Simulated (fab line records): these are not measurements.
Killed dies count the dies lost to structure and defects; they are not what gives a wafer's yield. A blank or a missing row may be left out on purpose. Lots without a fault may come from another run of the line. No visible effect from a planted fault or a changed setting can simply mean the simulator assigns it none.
fab line records	flow n5_finfet	part 2 of 2: steps 17 to 25 of 25
[record] lots = 5	wafers = 15	last_day = 20
route steps=1938 shown BEOL_M15@1827 PASS1_DEP@1831 MIM_BOT@1832 MIM_TOP@1834 MIM_TOP_LITHO@1839 MIM_TOP_ETCH@1851
lots that met no fault: taken from a fault-free run of the same line
start_h: the number of hours between the record's first day and the start of the first shown wafer of the lot	wait_h: time in hours since the lot's previous step	" repeats the value in the row above	L1.1+2: a single row standing in for several wafers	- no value, or no start was given	* or withheld: withheld	< > ~ a bound
route shown NAME@n: a module of which the file shows steps, and the number in the route of the first	usual: average and standard deviation across the fault-free wafers	same: alike in all rows	chamber/n: place in a boat	sites: the reading at each site	_std_site: standard deviation of those values	_edge_site: the outer-site mean with the inner-site mean subtracted	radius_mm: how far each site lies from the wafer's centre	mask NAME#n: copy n	behind: the last tool/chamber to shape the wafer	hold: reason for holding the lot/hours on hold/outcome of the hold	device: the transistor (n, p or np) that didn't switch	end of line: the route-end tests of the same wafers	step lacking rows: just its recipe	killed: not the wafer's yield, but the dies lost to structure and defects at the first sort	map: the dies of a wafer, with x for killed, . for not killed, _ for no die there
set.NAME: the setting as run; set.NAME@STEP: as run at that earlier step	model.NAME: the simulator's own value behind a step, which no gauge read
lots at selected steps of the route; one table per step, one row per wafer
services: a tool's chamber out of use, with start hour (start_h, from the record's first day; less than 0 if before it), hours out, and reason
[[steps]]
[step N5_MIM_TOP_LITHO_EXPOSE_05]
[recipe] mask_id = MIM_TOP	na = 0.55	source_shape = conventional	sigma_outer = 0.8	polarization = unpolarized	target_cd_nm = 2000	dose_mj = 20.5
[usual] focus_offset_nm = 0.1/0.53
lot.wafer	tool	chamber	start_h	wait_h	mask	focus_offset_nm
L075.1	krf_scanner-01	0	358.97	-	MIM_TOP#0	-0.3
L075.5	"	0	"	"	MIM_TOP#0	-0.8
L075.6	"	0	"	"	MIM_TOP#0	0.1
L078.1	krf_scanner-02	0	366.00	-	MIM_TOP#0	0.1
L078.3	"	0	"	"	MIM_TOP#0	0.2
L078.6	"	0	"	"	MIM_TOP#0	-0.1
L081.1	krf_scanner-01	0	417.75	-	MIM_TOP#0	-0.4
L081.2	"	0	"	"	MIM_TOP#0	0.4
L081.4	"	0	"	"	MIM_TOP#0	-0.3
L089.3	krf_scanner-01	0	457.09	-	MIM_TOP#0	0.1
L089.5	"	0	"	"	MIM_TOP#0	0.8
L089.6	"	0	"	"	MIM_TOP#0	0.4
L091.1	krf_scanner-01	0	461.36	-	MIM_TOP#0	-1.0
L091.2	"	0	"	"	MIM_TOP#0	-0.1
L091.6	"	0	"	"	MIM_TOP#0	-0.8
[step N5_MIM_TOP_LITHO_PEB_06]
[recipe] peb_temp_c = withheld	peb_time_s = *
[usual] chill_plate_temp_C = *	exhaust_pa = 45.0/1.1
lot.wafer	tool	chamber	start_h	wait_h	chill_plate_temp_C	exhaust_pa
L075.1	litho_track-03	0	359.03	0.1	*	45.0
L075.5	"	0	"	"	*	45.1
L075.6	"	0	"	"	*	44.8
L078.1	litho_track-02	0	366.06	0.1	*	42.7
L078.3	"	0	"	"	*	42.5
L078.6	"	0	"	"	*	42.3
L081.1	litho_track-01	0	417.81	0.1	*	45.5
L081.2	"	0	"	"	*	46.7
L081.4	"	0	"	"	*	45.3
L089.3	litho_track-03	0	457.14	0.0	*	47.0
L089.5	"	0	"	"	*	45.6
L089.6	"	0	"	"	*	46.0
L091.1	litho_track-03	0	461.42	0.1	*	43.7
L091.2	"	0	"	"	*	43.0
L091.6	"	0	"	"	*	42.8
[step N5_MIM_TOP_LITHO_DEVELOP_07]
[recipe] develop_time_s = 60	rinse_liquid = diw	dry = air_spin	dev_temp_c = 21
[usual] chill_plate_temp_C = 23.04/0.11	exhaust_pa = 44.9/0.84
lot.wafer	tool	chamber	start_h	wait_h	chill_plate_temp_C	exhaust_pa
L075.1	litho_track-03	0	-	-	22.87	45.3
L075.5	"	0	"	"	22.91	44.1
L075.6	"	0	"	"	23.00	45.1
L078.1	litho_track-02	0	-	-	23.14	45.5
L078.3	"	0	"	"	22.97	44.8
L078.6	"	0	"	"	23.03	44.4
L081.1	litho_track-01	0	-	-	23.09	44.4
L081.2	"	0	"	"	23.27	43.9
L081.4	"	0	"	"	23.18	44.5
L089.3	litho_track-03	0	-	-	23.03	44.3
L089.5	"	0	"	"	23.04	44.6
L089.6	"	0	"	"	23.05	44.7
L091.1	litho_track-03	0	-	-	23.08	44.0
L091.2	"	0	"	"	23.17	45.2
L091.6	"	0	"	"	23.12	45.6
[step N5_MIM_TOP_LITHO_HARDBAKE_09]
[recipe] temp_c = 130	time_s = 120
[usual] chill_plate_temp_C = 23.00/0.11	exhaust_pa = 45.0/0.78
lot.wafer	tool	chamber	start_h	wait_h	chill_plate_temp_C	exhaust_pa
L075.1	litho_track-03	0	-	-	22.95	45.7
L075.5	"	0	"	"	23.07	44.5
L075.6	"	0	"	"	23.11	45.2
L078.1	litho_track-02	0	-	-	22.95	45.4
L078.3	"	0	"	"	23.00	44.4
L078.6	"	0	"	"	22.85	44.5
L081.1	litho_track-01	0	-	-	22.75	44.5
L081.2	"	0	"	"	22.81	45.0
L081.4	"	0	"	"	23.00	44.3
L089.3	litho_track-03	0	-	-	22.90	45.0
L089.5	"	0	"	"	22.94	44.7
L089.6	"	0	"	"	22.87	44.7
L091.1	litho_track-03	0	-	-	23.15	45.1
L091.2	"	0	"	"	23.06	44.3
L091.6	"	0	"	"	23.07	45.9
[step N5_MIM_TOP_LITHO_CD_MEAS_08]
[recipe] target_cd_nm = 2000	landing_energy_ev = 500	detector = se_inlens
[usual] cd_nm = 2001.2/2.1
lot.wafer	tool	chamber	start_h	wait_h	cd_nm
L075.1	cd_sem-03	0	359.15	-	2000.7
L075.5	"	0	"	"	2000.2
L075.6	"	0	"	"	1998.4
L078.1	cd_sem-02	0	366.18	-	2001.6
L078.3	"	0	"	"	2001.8
L078.6	"	0	"	"	2000.3
L081.1	cd_sem-02	0	417.93	-	2001.4
L081.2	"	0	"	"	1999.4
L081.4	"	0	"	"	1996.6
L089.3	cd_sem-02	0	457.26	-	1999.8
L089.5	"	0	"	"	1997.4
L089.6	"	0	"	"	2000.1
L091.1	cd_sem-02	0	461.53	-	1998.0
L091.2	"	0	"	"	1999.7
L091.6	"	0	"	"	2001.0
[step N5_MIM_TOP_LITHO_OVL_MEAS_11]
[recipe] points_per_wafer = 44
[usual] MIM_TOP_OVL = 3/4.7
lot.wafer	tool	chamber	start_h	wait_h	MIM_TOP_OVL[nm]
L075.1	overlay-01	0	359.18	0.0	1
L075.5	"	0	"	"	-1
L075.6	"	0	"	"	3
L078.1	overlay-02	0	366.21	0.0	-2
L078.3	"	0	"	"	6
L078.6	"	0	"	"	4
L081.1	overlay-01	0	417.96	0.0	8
L081.2	"	0	"	"	-1
L081.4	"	0	"	"	-1
L089.3	overlay-02	0	457.29	0.0	3
L089.5	"	0	"	"	4
L089.6	"	0	"	"	-2
L091.1	overlay-02	0	461.57	0.0	-4
L091.2	"	0	"	"	-6
L091.6	"	0	"	"	1
[step N5_MIM_TOP_LITHO_INSPECT_12]
[recipe] mode = adi	inspect_instrument = macro
[usual] raw_defect_count = 1.8/1.3
lot.wafer	tool	chamber	start_h	wait_h	raw_defect_count
L075.1	defect_inspect-02	-	359.20	0.0	3
L075.5	"	-	"	"	2
L075.6	"	-	"	"	2
L078.1	defect_inspect-01	-	366.23	0.0	0
L078.3	"	-	"	"	3
L078.6	"	-	"	"	4
L081.1	defect_inspect-01	-	417.98	0.0	2
L081.2	"	-	"	"	1
L081.4	"	-	"	"	2
L089.3	defect_inspect-02	-	457.31	0.0	2
L089.5	"	-	"	"	1
L089.6	"	-	"	"	3
L091.1	defect_inspect-01	-	461.59	0.0	1
L091.2	"	-	"	"	2
L091.6	"	-	"	"	1
[step N5_MIM_TOP_LITHO_DESCUM_10]
[recipe] chemistry = O2	time_s = 7.9	source_power_w = 50	bias_power_w = 20	pressure_mtorr = 20	rf_frequency_hz = 2.712e+07	temp_c = 40	o2_flow_sccm = 225
[usual] drypump_motor_current_A = 5.69/0.17	oes_product_au = 0.79/0.083	rf_vpp_V = 242.5/1.5	showerhead_plenum_p_Torr = 2.04/0.068	throttle_valve_pct = 20.40/0.27
lot.wafer	tool	chamber	start_h	wait_h	drypump_motor_current_A	oes_product_au	rf_hours_counter_h	rf_vpp_V	showerhead_plenum_p_Torr	throttle_valve_pct
L075.1	rie_diel-01	0	359.24	0.0	5.74	0.76	152	239.2	1.99	20.37
L075.5	"	1	"	"	5.56	0.78	-	245.5	2.16	20.40
L075.6	"	0	"	"	5.72	0.77	-	241.4	1.99	20.37
L078.1	rie_diel-03	3	366.27	0.0	5.65	0.73	192	241.4	1.95	20.19
L078.3	"	0	"	"	5.52	0.93	10	241.8	2.06	20.22
L078.6	"	3	"	"	5.64	0.73	-	242.1	1.95	20.19
L081.1	rie_diel-01	1	418.02	0.0	5.51	0.76	149	244.4	2.15	20.40
L081.2	"	2	"	"	5.63	0.68	247	244.0	2.05	20.91
L081.4	"	3	"	"	5.85	0.84	71	241.6	2.01	19.95
L089.3	rie_diel-01	2	457.34	0.0	5.63	0.97	2	242.5	2.05	20.50
L089.5	"	1	"	"	5.55	0.75	-	243.8	2.14	20.44
L089.6	"	2	"	"	5.63	0.97	-	242.8	2.05	20.50
L091.1	rie_diel-03	1	461.63	0.0	5.76	0.68	223	240.3	1.99	20.86
L091.2	"	0	"	"	5.55	0.83	50	243.5	2.05	20.29
L091.6	"	0	"	"	5.55	0.83	-	243.0	2.05	20.28
[step N5_MIM_TOP_ETCH_ETCH_00]
[recipe] chemistry = Cl2/BCl3	target = TiN	target_depth_a = 385	ion_energy_ev = 150	pressure_mtorr = 10	icp_w = 1000	bias_w = 126	Cl2_flow_sccm = 53.25	bcl3_flow_sccm = 21.75	Ar_flow_sccm = 25
[usual] drypump_motor_current_A = 6.1/0.41	oes_ar_750_au = 0.84/0.06	oes_product_au = 0.84/0.066	throttle_valve_pct = 22.56/0.23
lot.wafer	tool	chamber	start_h	wait_h	drypump_motor_current_A	oes_ar_750_au	oes_product_au	rf_hours_counter_h	throttle_valve_pct
L075.1	rie_metal-03	1	359.32	0.1	5.6	0.69	0.68	92	22.24
L075.5	"	1	"	"	5.6	0.68	0.67	-	22.23
L075.6	"	0	"	"	6.2	0.86	0.85	-	22.65
L078.1	rie_metal-03	1	366.35	0.1	5.6	0.68	0.67	93	22.24
L078.3	"	1	"	"	5.6	0.68	0.67	-	22.23
L078.6	"	0	"	"	6.2	0.86	0.84	-	22.63
L081.1	rie_metal-01	0	418.11	0.1	6.0	0.85	0.83	25	22.63
L081.2	"	1	"	"	6.7	0.88	0.87	15	23.00
L081.4	"	0	"	"	6.0	0.84	0.82	-	22.62
L089.3	rie_metal-03	0	457.53	0.1	6.2	0.83	0.84	-	22.65
L089.5	"	0	"	"	6.2	0.84	0.84	-	22.64
L089.6	"	1	"	"	5.6	0.93	0.95	-	22.17
L091.1	rie_metal-01	0	461.71	0.1	6.0	0.83	0.81	29	22.64
L091.2	"	1	"	"	6.7	0.86	0.86	19	22.98
L091.6	"	1	"	"	6.7	0.86	0.86	-	23.00
[[services]]
tool	chamber	start_h	hours	kind
litho_track-02	-	333.18	-	consumable_replace:filter
krf_scanner-01	-	336.28	1.0	pm
pecvd-03	1	352.44	2.7	repair
pecvd-02	1	383.62	-	clean
pecvd-02	1	383.62	-	consumable_replace:showerhead
ald_hk-03	-	384.03	0.5	repair
krf_scanner-01	-	384.34	1.3	pm
pecvd-02	2	391.50	18.6	repair
rie_diel-01	0	394.03	3.4	repair
ald_hk-03	-	400.66	6.0	pm
krf_scanner-01	-	404.05	0.8	repair
rie_diel-01	1	409.37	8.5	repair
krf_scanner-01	-	413.17	4.0	pm
krf_scanner-02	-	417.19	1.3	pm
rie_diel-03	1	417.77	8.0	repair
krf_scanner-02	-	420.04	4.0	pm
krf_scanner-02	-	424.07	1.0	pm
pecvd-03	-	434.29	2.4	repair
krf_scanner-02	-	438.15	0.8	pm
rie_diel-03	2	439.39	1.4	repair
ald_hk-02	-	441.52	2.6	repair
krf_scanner-02	-	441.87	2.6	repair
ald_hk-03	-	447.11	8.7	pm
pecvd-01	-	447.47	14.6	pm
